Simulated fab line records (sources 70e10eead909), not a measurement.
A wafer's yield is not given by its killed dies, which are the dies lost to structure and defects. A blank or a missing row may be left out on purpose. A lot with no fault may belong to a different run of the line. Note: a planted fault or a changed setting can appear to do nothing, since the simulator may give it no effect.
Chamber matching | flow nand-harc | pecvd-03 running NHARC_A_STAIRCASE_DEP_471: 3 sister chambers
The step deposits SiO2, target thk 100 nm. 6 wafers are shown with their chamber, then 7 later ones without.

## WAFERS WITH THEIR CHAMBER
wafer  | chamber | heater-power-w (W) | throttle-valve-pct (%)
L076.1 | 1       | 543                | 15.6
L088.1 | 0       | 502                | 16.0
L088.5 | 0       | 502                | 15.7
L088.6 | 2       | 637                | 15.1
L092.1 | 1       | 434                | 15.9
L092.3 | 2       | 713                | 15.2

## WAFERS WITH NO CHAMBER GIVEN
wafer  | heater-power-w (W) | throttle-valve-pct (%)
L092.4 | 435                | 15.5
L093.1 | 552                | 15.4
L093.2 | 489                | 15.8
L093.4 | 513                | 15.6
L095.3 | 399                | 15.7
L095.4 | 403                | 15.6
L095.6 | 678                | 15.7

## WHICH CHAMBER EACH ONE RAN IN
wafer  | from the rows above          | in truth
L092.4 | can't be placed: 1 or 0      | 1
L093.1 | can't be placed: 1 or 2 or 0 | 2
L093.2 | can't be placed: 1 or 0      | 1
L093.4 | can't be placed: 1 or 0      | 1
L095.3 | can't be placed: 1 or 0      | 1
L095.4 | can't be placed: 1 or 0      | 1
L095.6 | can't be placed: 2 or 0 or 1 | 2
Correctly placed: 0 of 7. Cannot be placed on the basis of these rows: 7; the candidates contain the true chamber in 7. 0 placed wrongly.
How it was worked out, from the rows above alone: a wafer's distance from a chamber is the root of the sum, over the readings, of the square of ((its reading less the chamber's mean) divided by the reading's scatter). If the next closest chamber is less than 2 further off than the closest, the wafer can't be placed; otherwise it belongs to the closest. For every chamber, the mean is computed from those of its wafers that are shown. The scatter: take each reading less its chamber's mean, square it, sum over the shown wafers, divide by the number of wafers less the number of chambers, and take the root.
